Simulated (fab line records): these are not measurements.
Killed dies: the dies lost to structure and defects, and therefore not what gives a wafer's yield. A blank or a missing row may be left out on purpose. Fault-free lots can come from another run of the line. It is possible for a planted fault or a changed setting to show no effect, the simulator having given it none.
Chamber matching :: flow n5 finfet :: N5_BEOL_M8_CMP_52 on cmp-02: 4 sister chambers
The step polishes, stops on SiCOH lowk, t overpolish 6.9 s, target thk 80 nm. 4 wafers are shown with their chamber, then 8 later ones without.

== WAFERS WITH THEIR CHAMBER ==
wafer: L086.3
chamber: 3
motor current A (A): 5.2

wafer: L091.2
chamber: 2
motor current A (A): 6.2

wafer: L091.6
chamber: 0
motor current A (A): 6.0

wafer: L090.3
chamber: 1
motor current A (A): 5.9

== WAFERS WITH NO CHAMBER GIVEN ==
wafer: L090.4
motor current A (A): 5.6

wafer: L090.5
motor current A (A): 5.3

wafer: L092.1
motor current A (A): 6.2

wafer: L092.2
motor current A (A): 6.0

wafer: L092.5
motor current A (A): 6.4

wafer: L096.2
motor current A (A): 6.2

wafer: L096.5
motor current A (A): 5.8

wafer: L096.6
motor current A (A): 6.2

== WHICH CHAMBER EACH WENT THROUGH ==
wafer: L090.4
from the rows above: can't be placed: 1 or 3 or 0
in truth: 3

wafer: L090.5
from the rows above: 3
in truth: 3

wafer: L092.1
from the rows above: can't be placed: 2 or 0
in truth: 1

wafer: L092.2
from the rows above: can't be placed: 0 or 1 or 2
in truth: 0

wafer: L092.5
from the rows above: can't be placed: 2 or 0
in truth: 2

wafer: L096.2
from the rows above: can't be placed: 2 or 0
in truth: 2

wafer: L096.5
from the rows above: can't be placed: 1 or 0
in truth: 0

wafer: L096.6
from the rows above: can't be placed: 2 or 0
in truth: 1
Placed correctly: 1 of 8. Unplaceable from these rows: 7, with the true chamber sitting among the candidates in 5. Placed wrongly: 0.
How it was worked out, from the rows above alone: a wafer's distance from a chamber is the root of the sum, over the readings, of the square of ((its reading less the chamber's mean) divided by the reading's scatter). If the next closest chamber is less than 2 further off than the closest, the wafer can't be placed; otherwise it belongs to the closest. A chamber's mean is the mean of its shown wafers. The scatter: with one shown wafer a chamber, the root of the mean of the squares of how far each hidden wafer lies from its nearest shown one.
